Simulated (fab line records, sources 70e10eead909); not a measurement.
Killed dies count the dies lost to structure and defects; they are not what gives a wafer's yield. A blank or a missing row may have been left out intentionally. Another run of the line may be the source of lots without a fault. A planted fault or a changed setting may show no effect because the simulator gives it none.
fab line records :: flow nandHarc :: part 2 of 2: steps 27 to 35 of 35
record:
  lots: 5
  wafers: 15
  lastDay: 23
route steps=1159 shown P_GATE@214 P_CONTACT@217
lots untouched by any fault: they come from a run of this same line in which no faults occurred
startH: hours from the record's opening day to when the first of the lot's shown wafers began :: waitH: hours elapsed since this lot's preceding step :: " as in the row above :: L1.1+2: several wafers, shown together as one row :: - no value, or no start was given :: * or withheld: withheld :: < > ~ a bound
route shown NAME@n: names a module that has steps shown in the file, with the first one's number in the route :: usual: mean/standard deviation of fault-free wafers :: same: alike in all rows :: chamber/n: place in a boat :: sites: the reading at each site :: _std_site: how widely they spread, as a standard deviation :: _edge_site: outer sites' mean less inner sites' :: radiusMm: how far each site lies from the wafer's centre :: mask NAME#n: copy n :: behind: tool/chamber where the wafer was last shaped :: hold: the reason the lot was held/the length of the hold in hours/how it ended :: device: the n, p or np transistor that did not switch :: end of line: tests run on the same wafers once the route is complete :: where a step has no rows: the recipe by itself :: killed: the dies lost at the first sort to structure and to defects; this is not the yield of the wafer :: map: per-die view of a wafer (x killed, . not killed, _ where there is no die)
set.NAME: the setting the step ran with; set.NAME@STEP: the setting that earlier step ran with :: model.NAME: the simulator's own value behind a step, which no gauge read
a table for each step, a row for each wafer; lots at some steps of the route
services: the hour from which a tool's chamber was out of use, counted from the record's first day as startH (under 0 if before that day), plus the number of hours and why
== steps ==
step: NHARC_P_CONTACT_CD_MEAS_19
usual:
  cdNm: 90.2/1.1
lot.wafer: L075.1
tool: cdSem-03
chamber: -
startH: 120.01
waitH: -
cdNm: 87.8

lot.wafer: L075.3
tool: cdSem-03
chamber: -
startH: 120.01
waitH: -
cdNm: 88.4

lot.wafer: L075.4
tool: cdSem-03
chamber: -
startH: 120.01
waitH: -
cdNm: 88.9

lot.wafer: L079.1
tool: cdSem-02
chamber: -
startH: 148.57
waitH: -
cdNm: 91.2

lot.wafer: L079.5
tool: cdSem-02
chamber: -
startH: 148.57
waitH: -
cdNm: 90.0

lot.wafer: L079.6
tool: cdSem-02
chamber: -
startH: 148.57
waitH: -
cdNm: 90.8

lot.wafer: L090.2
tool: cdSem-01
chamber: -
startH: 203.73
waitH: -
cdNm: 89.5

lot.wafer: L090.3
tool: cdSem-01
chamber: -
startH: 203.73
waitH: -
cdNm: 90.4

lot.wafer: L090.4
tool: cdSem-01
chamber: -
startH: 203.73
waitH: -
cdNm: 88.8

lot.wafer: L089.4
tool: cdSem-03
chamber: -
startH: 205.42
waitH: -
cdNm: 91.7

lot.wafer: L089.5
tool: cdSem-03
chamber: -
startH: 205.42
waitH: -
cdNm: 91.6

lot.wafer: L089.6
tool: cdSem-03
chamber: -
startH: 205.42
waitH: -
cdNm: 92.0

lot.wafer: L091.1
tool: cdSem-01
chamber: -
startH: 213.04
waitH: -
cdNm: 89.6

lot.wafer: L091.3
tool: cdSem-01
chamber: -
startH: 213.04
waitH: -
cdNm: 88.3

lot.wafer: L091.4
tool: cdSem-01
chamber: -
startH: 213.04
waitH: -
cdNm: 88.4
step: NHARC_P_CONTACT_STRIP_28
recipe:
  o2FlowSccm: 500
  arFlowSccm: 0
  biasW: 0
  chemistry: O2
usual:
  drypumpMotorCurrentA: 6.0/0.59
  mfcArSccm: 0.007/0.011
  oesProductAu: 0.997/0.0074
  rfVppV: 57.9/0.83
  showerheadPlenumPTorr: 3.61/0.11
  throttleValvePct: 17.037/0.0092
lot.wafer: L075.1
tool: rieDiel-11
chamber: 1
startH: 120.09
waitH: 0.1
drypumpMotorCurrentA: 6.6
mfcArSccm: 0.030
oesProductAu: 1.000
rfHoursCounterH: 9
rfVppV: 57.3
showerheadPlenumPTorr: 3.58
throttleValvePct: 17.035

lot.wafer: L075.3
tool: rieDiel-11
chamber: 3
startH: 120.09
waitH: 0.1
drypumpMotorCurrentA: 5.4
mfcArSccm: 0.001
oesProductAu: 0.992
rfHoursCounterH: 12
rfVppV: 59.9
showerheadPlenumPTorr: 3.46
throttleValvePct: 17.033

lot.wafer: L075.4
tool: rieDiel-11
chamber: 0
startH: 120.09
waitH: 0.1
drypumpMotorCurrentA: 6.3
mfcArSccm: 0
oesProductAu: 0.995
rfHoursCounterH: 10
rfVppV: 58.2
showerheadPlenumPTorr: 3.41
throttleValvePct: 17.036

lot.wafer: L079.1
tool: rieDiel-01
chamber: 0
startH: 148.64
waitH: 0.1
drypumpMotorCurrentA: 6.5
mfcArSccm: 0
oesProductAu: 0.988
rfHoursCounterH: 0
rfVppV: 57.2
showerheadPlenumPTorr: 3.63
throttleValvePct: 17.023

lot.wafer: L079.6
tool: rieDiel-01
chamber: 0
startH: 148.64
waitH: 0.1
drypumpMotorCurrentA: 6.5
mfcArSccm: 0
oesProductAu: 0.996
rfHoursCounterH: -
rfVppV: 58.7
showerheadPlenumPTorr: 3.63
throttleValvePct: 17.039

lot.wafer: L079.5
tool: rieDiel-01
chamber: 1
startH: 148.64
waitH: 0.1
drypumpMotorCurrentA: 5.9
mfcArSccm: 0.022
oesProductAu: 1.003
rfHoursCounterH: -
rfVppV: 58.5
showerheadPlenumPTorr: 3.70
throttleValvePct: 17.051

lot.wafer: L090.2
tool: rieDiel-11
chamber: 2
startH: 203.80
waitH: 0.1
drypumpMotorCurrentA: 6.0
mfcArSccm: 0
oesProductAu: 1.000
rfHoursCounterH: 1
rfVppV: 58.0
showerheadPlenumPTorr: 3.72
throttleValvePct: 17.042

lot.wafer: L090.3
tool: rieDiel-11
chamber: 1
startH: 203.80
waitH: 0.1
drypumpMotorCurrentA: 6.5
mfcArSccm: 0.030
oesProductAu: 0.989
rfHoursCounterH: 1
rfVppV: 57.2
showerheadPlenumPTorr: 3.57
throttleValvePct: 17.062

lot.wafer: L090.4
tool: rieDiel-11
chamber: 0
startH: 203.80
waitH: 0.1
drypumpMotorCurrentA: 6.4
mfcArSccm: 0
oesProductAu: 0.989
rfHoursCounterH: -
rfVppV: 57.5
showerheadPlenumPTorr: 3.40
throttleValvePct: 17.038

lot.wafer: L089.4
tool: rieDiel-11
chamber: 2
startH: 205.50
waitH: 0.1
drypumpMotorCurrentA: 6.0
mfcArSccm: 0
oesProductAu: 0.994
rfHoursCounterH: 1
rfVppV: 59.3
showerheadPlenumPTorr: 3.72
throttleValvePct: 17.034

lot.wafer: L089.5
tool: rieDiel-11
chamber: 1
startH: 205.50
waitH: 0.1
drypumpMotorCurrentA: 6.6
mfcArSccm: 0.030
oesProductAu: 1.000
rfHoursCounterH: -
rfVppV: 57.5
showerheadPlenumPTorr: 3.58
throttleValvePct: 17.031

lot.wafer: L089.6
tool: rieDiel-11
chamber: 2
startH: 205.50
waitH: 0.1
drypumpMotorCurrentA: 6.0
mfcArSccm: 0
oesProductAu: 0.994
rfHoursCounterH: -
rfVppV: 58.7
showerheadPlenumPTorr: 3.72
throttleValvePct: 17.037

lot.wafer: L091.1
tool: rieDiel-11
chamber: 1
startH: 213.12
waitH: 0.1
drypumpMotorCurrentA: 6.6
mfcArSccm: 0.030
oesProductAu: 0.997
rfHoursCounterH: 1
rfVppV: 58.2
showerheadPlenumPTorr: 3.57
throttleValvePct: 17.033

lot.wafer: L091.4
tool: rieDiel-11
chamber: 3
startH: 213.12
waitH: 0.1
drypumpMotorCurrentA: 5.3
mfcArSccm: 0.001
oesProductAu: 1.015
rfHoursCounterH: 1
rfVppV: 57.2
showerheadPlenumPTorr: 3.46
throttleValvePct: 17.042

lot.wafer: L091.3
tool: rieDiel-11
chamber: 0
startH: 213.12
waitH: 0.1
drypumpMotorCurrentA: 6.4
mfcArSccm: 0
oesProductAu: 0.995
rfHoursCounterH: 1
rfVppV: 57.1
showerheadPlenumPTorr: 3.40
throttleValvePct: 17.043
step: NHARC_P_CONTACT_STRIP_29
recipe:
  timeS: 1200
  tempC: 72.5
  chemistry: postEtchResidueRemover
same:
  timeS: 1200
lot.wafer: L075.3+4+1
tool: wetBench-06
chamber: 6,0,1
startH: 120.29
waitH: -

lot.wafer: L079.6+1+5
tool: wetBench-06
chamber: 3,4,6
startH: 148.87
waitH: -

lot.wafer: L090.3+4+2
tool: wetBench-07
chamber: 7,0,1
startH: 204.03
waitH: 0.2

lot.wafer: L089.5+6+4
tool: wetBench-03
chamber: 7,2,3
startH: 205.68
waitH: -

lot.wafer: L091.3+4+1
tool: wetBench-06
chamber: 5,6,1
startH: 213.32
waitH: -
step: NHARC_P_CONTACT_DEGAS_38
recipe:
  tempC: 300
  timeS: 60
usual:
  heaterPowerW: 487/52
same:
  timeS: 60
lot.wafer: L075.1
tool: pvdSputter-01
chamber: -
startH: 120.73
waitH: -
heaterPowerW: 503

lot.wafer: L075.4
tool: pvdSputter-01
chamber: -
startH: 120.73
waitH: -
heaterPowerW: 491

lot.wafer: L075.3
tool: pvdSputter-01
chamber: -
startH: 120.73
waitH: -
heaterPowerW: 504

lot.wafer: L079.1
tool: pvdSputter-01
chamber: -
startH: 149.35
waitH: -
heaterPowerW: 482

lot.wafer: L079.6
tool: pvdSputter-01
chamber: -
startH: 149.35
waitH: -
heaterPowerW: 488

lot.wafer: L079.5
tool: pvdSputter-01
chamber: -
startH: 149.35
waitH: -
heaterPowerW: 536

lot.wafer: L090.2
tool: pvdSputter-01
chamber: -
startH: 204.47
waitH: -
heaterPowerW: 516

lot.wafer: L090.3
tool: pvdSputter-01
chamber: -
startH: 204.47
waitH: -
heaterPowerW: 553

lot.wafer: L090.4
tool: pvdSputter-01
chamber: -
startH: 204.47
waitH: -
heaterPowerW: 486

lot.wafer: L089.4
tool: pvdSputter-02
chamber: -
startH: 206.14
waitH: -
heaterPowerW: 595

lot.wafer: L089.6
tool: pvdSputter-02
chamber: -
startH: 206.14
waitH: -
heaterPowerW: 468

lot.wafer: L089.5
tool: pvdSputter-02
chamber: -
startH: 206.14
waitH: -
heaterPowerW: 586

lot.wafer: L091.1
tool: pvdSputter-03
chamber: -
startH: 213.81
waitH: -
heaterPowerW: 453

lot.wafer: L091.4
tool: pvdSputter-03
chamber: -
startH: 213.81
waitH: -
heaterPowerW: 440

lot.wafer: L091.3
tool: pvdSputter-03
chamber: -
startH: 213.81
waitH: -
heaterPowerW: 431
step: NHARC_P_CONTACT_PRE_CLEAN_39
recipe:
  timeS: 19.5
  biasV: 250
  gas: Ar
same:
  timeS: 19.5
lot.wafer: L075.3+1+4
tool: pvdSputter-01
chamber: -
startH: -
waitH: -

lot.wafer: L079.1+6+5
tool: pvdSputter-01
chamber: -
startH: -
waitH: -

lot.wafer: L090.3+4+2
tool: pvdSputter-01
chamber: -
startH: -
waitH: -

lot.wafer: L089.4+6+5
tool: pvdSputter-02
chamber: -
startH: -
waitH: -

lot.wafer: L091.4+1+3
tool: pvdSputter-03
chamber: -
startH: -
waitH: -
step: NHARC_P_CONTACT_PVD_32
recipe:
  targetThkA: 50
  chamberPressurePa: 5
  powerW: 5000
  substrateTempC: 200
  timeS: 17.7
  material: Ti
usual:
  throttleValvePct: 30.4/0.95
same:
  timeS: 17.7
lot.wafer: L075.4
tool: pvdSputter-01
chamber: -
startH: -
waitH: -
throttleValvePct: 29.4

lot.wafer: L075.3
tool: pvdSputter-01
chamber: -
startH: -
waitH: -
throttleValvePct: 31.0

lot.wafer: L075.1
tool: pvdSputter-01
chamber: -
startH: -
waitH: -
throttleValvePct: 31.7

lot.wafer: L079.1
tool: pvdSputter-01
chamber: -
startH: -
waitH: -
throttleValvePct: 29.7

lot.wafer: L079.5
tool: pvdSputter-01
chamber: -
startH: -
waitH: -
throttleValvePct: 30.6

lot.wafer: L079.6
tool: pvdSputter-01
chamber: -
startH: -
waitH: -
throttleValvePct: 31.8

lot.wafer: L090.3
tool: pvdSputter-01
chamber: -
startH: -
waitH: -
throttleValvePct: 31.8

lot.wafer: L090.4
tool: pvdSputter-01
chamber: -
startH: -
waitH: -
throttleValvePct: 31.9

lot.wafer: L090.2
tool: pvdSputter-01
chamber: -
startH: -
waitH: -
throttleValvePct: 31.6

lot.wafer: L089.4
tool: pvdSputter-02
chamber: -
startH: -
waitH: -
throttleValvePct: 31.2

lot.wafer: L089.6
tool: pvdSputter-02
chamber: -
startH: -
waitH: -
throttleValvePct: 30.2

lot.wafer: L089.5
tool: pvdSputter-02
chamber: -
startH: -
waitH: -
throttleValvePct: 30.8

lot.wafer: L091.1
tool: pvdSputter-03
chamber: -
startH: -
waitH: -
throttleValvePct: 29.0

lot.wafer: L091.3
tool: pvdSputter-03
chamber: -
startH: -
waitH: -
throttleValvePct: 29.6

lot.wafer: L091.4
tool: pvdSputter-03
chamber: -
startH: -
waitH: -
throttleValvePct: 30.8
step: NHARC_P_CONTACT_ALD_22
recipe:
  targetThkA: 30
  pulseTimeS: 1
  aldCycles: 150
  tempC: 450
  material: TiN
usual:
  heaterPowerOuterW: 725/64
  heaterPowerW: 1155/110
  precursorPulseHeightRel: 0.998/0.019
lot.wafer: L075.1
tool: aldMetal-01
chamber: 1
startH: 120.97
waitH: -
heaterPowerOuterW: 790
heaterPowerW: 1137
precursorPulseHeightRel: 1.018

lot.wafer: L075.3
tool: aldMetal-01
chamber: 3
startH: 120.97
waitH: -
heaterPowerOuterW: 618
heaterPowerW: 1006
precursorPulseHeightRel: 0.988

lot.wafer: L075.4
tool: aldMetal-01
chamber: 0
startH: 120.97
waitH: -
heaterPowerOuterW: 787
heaterPowerW: 1394
precursorPulseHeightRel: 0.986

lot.wafer: L079.1
tool: aldMetal-04
chamber: 2
startH: 149.66
waitH: -
heaterPowerOuterW: 824
heaterPowerW: 1236
precursorPulseHeightRel: 0.990

lot.wafer: L079.5
tool: aldMetal-04
chamber: 3
startH: 149.66
waitH: -
heaterPowerOuterW: 770
heaterPowerW: 1093
precursorPulseHeightRel: 1.004

lot.wafer: L079.6
tool: aldMetal-04
chamber: 0
startH: 149.66
waitH: -
heaterPowerOuterW: 802
heaterPowerW: 1266
precursorPulseHeightRel: 0.971

lot.wafer: L090.4
tool: aldMetal-03
chamber: 1
startH: 204.71
waitH: -
heaterPowerOuterW: 745
heaterPowerW: 1055
precursorPulseHeightRel: 0.985

lot.wafer: L090.2
tool: aldMetal-03
chamber: 2
startH: 204.71
waitH: -
heaterPowerOuterW: 693
heaterPowerW: 1201
precursorPulseHeightRel: 1.005

lot.wafer: L090.3
tool: aldMetal-03
chamber: 3
startH: 204.71
waitH: -
heaterPowerOuterW: 678
heaterPowerW: 1092
precursorPulseHeightRel: 0.993

lot.wafer: L089.4
tool: aldMetal-01
chamber: 3
startH: 206.37
waitH: -
heaterPowerOuterW: 608
heaterPowerW: 1002
precursorPulseHeightRel: 1.001

lot.wafer: L089.5
tool: aldMetal-01
chamber: 3
startH: 206.37
waitH: -
heaterPowerOuterW: 616
heaterPowerW: 974
precursorPulseHeightRel: 1.013

lot.wafer: L089.6
tool: aldMetal-01
chamber: 0
startH: 206.37
waitH: -
heaterPowerOuterW: 792
heaterPowerW: 1382
precursorPulseHeightRel: 0.993

lot.wafer: L091.1
tool: aldMetal-01
chamber: 0
startH: 214.07
waitH: -
heaterPowerOuterW: 782
heaterPowerW: 1383
precursorPulseHeightRel: 1.005

lot.wafer: L091.3
tool: aldMetal-01
chamber: 1
startH: 214.07
waitH: -
heaterPowerOuterW: 784
heaterPowerW: 1182
precursorPulseHeightRel: 1.012

lot.wafer: L091.4
tool: aldMetal-01
chamber: 2
startH: 214.07
waitH: -
heaterPowerOuterW: 721
heaterPowerW: 1231
precursorPulseHeightRel: 0.962
step: NHARC_P_CONTACT_CVD_23
recipe:
  targetThkA: 2000
  tempC: 300
  pressureTorr: 40
  wf6FlowSccm: 40
  h2FlowSccm: 1600
  arFlowSccm: 1560
  timeS: 557
  material: W
usual:
  heaterPowerOuterW: 270/37
  heaterPowerW: 476/73
  mfcArSccm: 1560/4.4
  mfcH2Sccm: 1600/4.9
  mfcWf6Sccm: 40.00/0.12
  throttleValvePct: 7.89/0.27
same:
  timeS: 557
lot.wafer: L075.1
tool: cvdW-01
chamber: 1
startH: -
waitH: -
heaterPowerOuterW: 301
heaterPowerW: 584
mfcArSccm: 1557
mfcH2Sccm: 1596
mfcWf6Sccm: 39.95
throttleValvePct: 7.96

lot.wafer: L075.3
tool: cvdW-01
chamber: 1
startH: -
waitH: -
heaterPowerOuterW: 306
heaterPowerW: 561
mfcArSccm: 1560
mfcH2Sccm: 1605
mfcWf6Sccm: 40.01
throttleValvePct: 7.89

lot.wafer: L075.4
tool: cvdW-01
chamber: 0
startH: -
waitH: -
heaterPowerOuterW: 197
heaterPowerW: 344
mfcArSccm: 1557
mfcH2Sccm: 1600
mfcWf6Sccm: 40.13
throttleValvePct: 7.82

lot.wafer: L079.1
tool: cvdW-01
chamber: 1
startH: -
waitH: -
heaterPowerOuterW: 302
heaterPowerW: 548
mfcArSccm: 1562
mfcH2Sccm: 1600
mfcWf6Sccm: 40.44
throttleValvePct: 7.73

lot.wafer: L079.6
tool: cvdW-01
chamber: 0
startH: -
waitH: -
heaterPowerOuterW: 195
heaterPowerW: 351
mfcArSccm: 1562
mfcH2Sccm: 1605
mfcWf6Sccm: 40.09
throttleValvePct: 7.45

lot.wafer: L079.5
tool: cvdW-01
chamber: 1
startH: -
waitH: -
heaterPowerOuterW: 293
heaterPowerW: 577
mfcArSccm: 1559
mfcH2Sccm: 1599
mfcWf6Sccm: 40.15
throttleValvePct: 7.97

lot.wafer: L090.2
tool: cvdW-02
chamber: 0
startH: -
waitH: -
heaterPowerOuterW: 277
heaterPowerW: 494
mfcArSccm: 1558
mfcH2Sccm: 1594
mfcWf6Sccm: 40.10
throttleValvePct: 8.28

lot.wafer: L090.4
tool: cvdW-02
chamber: 0
startH: -
waitH: -
heaterPowerOuterW: 280
heaterPowerW: 472
mfcArSccm: 1556
mfcH2Sccm: 1607
mfcWf6Sccm: 40.00
throttleValvePct: 8.28

lot.wafer: L090.3
tool: cvdW-02
chamber: 1
startH: -
waitH: -
heaterPowerOuterW: 295
heaterPowerW: 504
mfcArSccm: 1561
mfcH2Sccm: 1609
mfcWf6Sccm: 39.66
throttleValvePct: 7.53

lot.wafer: L089.4
tool: cvdW-01
chamber: 0
startH: -
waitH: -
heaterPowerOuterW: 191
heaterPowerW: 344
mfcArSccm: 1566
mfcH2Sccm: 1600
mfcWf6Sccm: 40.03
throttleValvePct: 7.55

lot.wafer: L089.6
tool: cvdW-01
chamber: 0
startH: -
waitH: -
heaterPowerOuterW: 200
heaterPowerW: 348
mfcArSccm: 1560
mfcH2Sccm: 1598
mfcWf6Sccm: 40.02
throttleValvePct: 7.84

lot.wafer: L089.5
tool: cvdW-01
chamber: 1
startH: -
waitH: -
heaterPowerOuterW: 308
heaterPowerW: 548
mfcArSccm: 1557
mfcH2Sccm: 1608
mfcWf6Sccm: 39.97
throttleValvePct: 7.75

lot.wafer: L091.1
tool: cvdW-02
chamber: 1
startH: -
waitH: -
heaterPowerOuterW: 296
heaterPowerW: 508
mfcArSccm: 1559
mfcH2Sccm: 1598
mfcWf6Sccm: 40.02
throttleValvePct: 7.92

lot.wafer: L091.3
tool: cvdW-02
chamber: 0
startH: -
waitH: -
heaterPowerOuterW: 278
heaterPowerW: 481
mfcArSccm: 1558
mfcH2Sccm: 1586
mfcWf6Sccm: 39.97
throttleValvePct: 8.50

lot.wafer: L091.4
tool: cvdW-02
chamber: 1
startH: -
waitH: -
heaterPowerOuterW: 289
heaterPowerW: 502
mfcArSccm: 1554
mfcH2Sccm: 1601
mfcWf6Sccm: 39.93
throttleValvePct: 7.72
step: NHARC_P_CONTACT_CMP_24
recipe:
  tOverpolishS: 30
  targetThkNm: 200
usual:
  motorCurrentA: 12.1/0.88
  overpolishRunS: 30.002/0.0092
  timeToEndpointS: 39.3/2.3
lot.wafer: L075.4
tool: cmp-01
chamber: 2
startH: 125.25
waitH: 0.3
motorCurrentA: 12.6
overpolishRunS: 30.011
timeToEndpointS: 40.3

lot.wafer: L075.1
tool: cmp-01
chamber: 3
startH: 125.25
waitH: 0.3
motorCurrentA: 11.5
overpolishRunS: 29.999
timeToEndpointS: 39.3

lot.wafer: L075.3
tool: cmp-01
chamber: 0
startH: 125.25
waitH: 0.3
motorCurrentA: 12.0
overpolishRunS: 30.002
timeToEndpointS: 39.8

lot.wafer: L079.1
tool: cmp-01
chamber: 3
startH: 150.50
waitH: 0.5
motorCurrentA: 11.5
overpolishRunS: 30.001
timeToEndpointS: 39.7

lot.wafer: L079.5
tool: cmp-01
chamber: 1
startH: 150.50
waitH: 0.5
motorCurrentA: 12.5
overpolishRunS: 30.009
timeToEndpointS: 39.5

lot.wafer: L079.6
tool: cmp-01
chamber: 2
startH: 150.50
waitH: 0.5
motorCurrentA: 12.5
overpolishRunS: 30.001
timeToEndpointS: 40.4

lot.wafer: L090.4
tool: cmp-02
chamber: 3
startH: 211.87
waitH: 0.4
motorCurrentA: 11.0
overpolishRunS: 29.999
timeToEndpointS: 36.0

lot.wafer: L090.2
tool: cmp-02
chamber: 0
startH: 211.87
waitH: 0.4
motorCurrentA: 14.3
overpolishRunS: 30.010
timeToEndpointS: 39.2

lot.wafer: L090.3
tool: cmp-02
chamber: 2
startH: 211.87
waitH: 0.4
motorCurrentA: 10.6
overpolishRunS: 30.004
timeToEndpointS: 39.6

lot.wafer: L089.4
tool: cmp-03
chamber: 1
startH: 212.44
waitH: 0.5
motorCurrentA: 11.7
overpolishRunS: 30.010
timeToEndpointS: 42.7

lot.wafer: L089.6
tool: cmp-03
chamber: 2
startH: 212.44
waitH: 0.5
motorCurrentA: 10.5
overpolishRunS: 29.988
timeToEndpointS: 41.9

lot.wafer: L089.5
tool: cmp-03
chamber: 3
startH: 212.44
waitH: 0.5
motorCurrentA: 12.1
overpolishRunS: 30.009
timeToEndpointS: 39.4

lot.wafer: L091.4
tool: cmp-01
chamber: 1
startH: 220.37
waitH: 0.3
motorCurrentA: 11.7
overpolishRunS: 30.006
timeToEndpointS: 39.4

lot.wafer: L091.3
tool: cmp-01
chamber: 2
startH: 220.37
waitH: 0.3
motorCurrentA: 12.4
overpolishRunS: 30.007
timeToEndpointS: 38.9

lot.wafer: L091.1
tool: cmp-01
chamber: 3
startH: 220.37
waitH: 0.3
motorCurrentA: 11.6
overpolishRunS: 30.009
timeToEndpointS: 40.2
== services ==
tool: lithoTrack-01
chamber: -
startH: 93.00
hours: 7.0
kind: pm

tool: aldMetal-01
chamber: -
startH: 102.00
hours: 10.0
kind: pm

tool: pvdSputter-03
chamber: -
startH: 102.00
hours: 10.0
kind: pm

tool: cvdW-01
chamber: -
startH: 111.58
hours: 13.0
kind: pm

tool: lithoTrack-06
chamber: -
startH: 117.00
hours: 7.0
kind: pm

tool: pvdSputter-02
chamber: -
startH: 128.88
hours: 6.6
kind: repair

tool: wetBench-06
chamber: -
startH: 129.60
hours: 8.0
kind: pm

tool: rieDiel-01
chamber: -
startH: 137.88
hours: 9.0
kind: pm

tool: cmp-03
chamber: -
startH: 139.38
hours: 1.8
kind: repair

tool: lithoTrack-04
chamber: -
startH: 141.00
hours: 7.0
kind: pm

tool: wetBench-03
chamber: -
startH: 146.40
hours: 8.0
kind: pm

tool: rieDiel-01
chamber: 0
startH: 151.25
hours: 11.0
kind: repair

tool: pecvd-02
chamber: -
startH: 153.24
hours: 13.0
kind: pm

tool: cmp-03
chamber: -
startH: 157.48
hours: 4.0
kind: pm

tool: pvdSputter-01
chamber: -
startH: 171.17
hours: 10.0
kind: pm

tool: cmp-01
chamber: -
startH: 174.42
hours: 1.2
kind: repair

tool: rieDiel-01
chamber: 1
startH: 174.47
hours: 11.1
kind: repair

tool: cmp-01
chamber: -
startH: 179.59
hours: 4.0
kind: pm

tool: rieDiel-01
chamber: 3
startH: 179.79
hours: 2.4
kind: repair

tool: rieDiel-11
chamber: 2
startH: 180.50
hours: 3.4
kind: repair

tool: rieDiel-11
chamber: -
startH: 189.56
hours: 9.0
kind: pm

tool: rieDiel-11
chamber: 0
startH: 200.84
hours: 2.2
kind: repair

tool: rieDiel-11
chamber: 3
startH: 201.63
hours: 3.2
kind: repair

tool: rieDiel-01
chamber: 2
startH: 203.56
hours: 16.8
kind: repair
